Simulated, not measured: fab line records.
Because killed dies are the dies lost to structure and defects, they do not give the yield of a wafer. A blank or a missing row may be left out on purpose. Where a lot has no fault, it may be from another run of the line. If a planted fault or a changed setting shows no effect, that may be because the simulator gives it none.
8D (eight disciplines) problem report, filled in by code	flow n5Finfet	the parts of the form that need people (team, actions taken, sign-off) are left out

== 1. THE ISSUE ==
Wafers without a fault read 1499.8 rpm, standard deviation 0.96; spinSpeedRpm at N5_BEOL_M10_COAT_59 reads a mean of 1314.7 rpm on 9 wafers belonging to 3 lots. So: -99 or more standard deviations from the usual mean.
The step: time 60 s, resist thk 100 nm.
First observed at day 10 21:33: wafer L970.1, on lithoTrack-01. The record holds 36 wafers of 12 lots with a number at this step. The rule behind "out" and "out of limits": a value lying over 4 standard deviations away from the usual mean. The other wafers with a number count as sound.

== 2. WHAT IT IS; WHAT IT IS NOT ==
question	is	is not
which readings at this step	spinSpeedRpm	-
which lots	L970, L971, L973	L966, L967, L968, L969, L979, L983, L984, L985, L987
which wafers of those lots	all that have a number	-
read on which tools	lithoTrack-01	lithoTrack-02, lithoTrack-03
when	from day 10 21:33	up to then (12 sound wafers); but 15 sound wafers of L979, L983, L984, L985, L987 came after

== 3. WHAT RULES OUT EACH SUSPECT ==
Counting: a tool stays on the suspect list if, at a process step up to the reading, it processed all lots that are out and no sound lot following the first of them.
- lithoTrack-01 at N5_BEOL_M10_COAT_59 (time 60 s, resist thk 100 nm): ruled out as a lasting fault. After its first lot that is out, L970 (day 10 21:33), sound lots L983, L984 ran on it.
Left after counting: nothing in the record.

== 4. THE CAUSE (what the simulator had put in) ==
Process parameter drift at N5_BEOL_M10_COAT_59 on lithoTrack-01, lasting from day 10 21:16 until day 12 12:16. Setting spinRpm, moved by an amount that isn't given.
Counting ruled it out, wrongly.

== 5. THE CHAIN OF EFFECTS, in route order ==
One row per reading whose mean, taken over the struck wafers that have a number, lies over 3 standard deviations from the usual. Only readings whose record carries a usual standard deviation are examined. hours: median over the lots of the time between each lot's start at the first step of this table that gives one and its start at this step. sigmas: the change, counted in usual standard deviations.
hours	step	reading	usual	on struck wafers	change	sigmas
0	N5_BEOL_M10_COAT_59	spinSpeedRpm	1499.8 rpm	1314.7	-185.1	-99 or more
The process steps in it:
- N5_BEOL_M10_COAT_59: time 60 s, resist thk 100 nm.

== 6. WHAT WOULD HAVE CAUGHT IT SOONER ==
First out-of-limits reading in this record: day 10 21:33, which is 0 hours after fault onset at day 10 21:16.
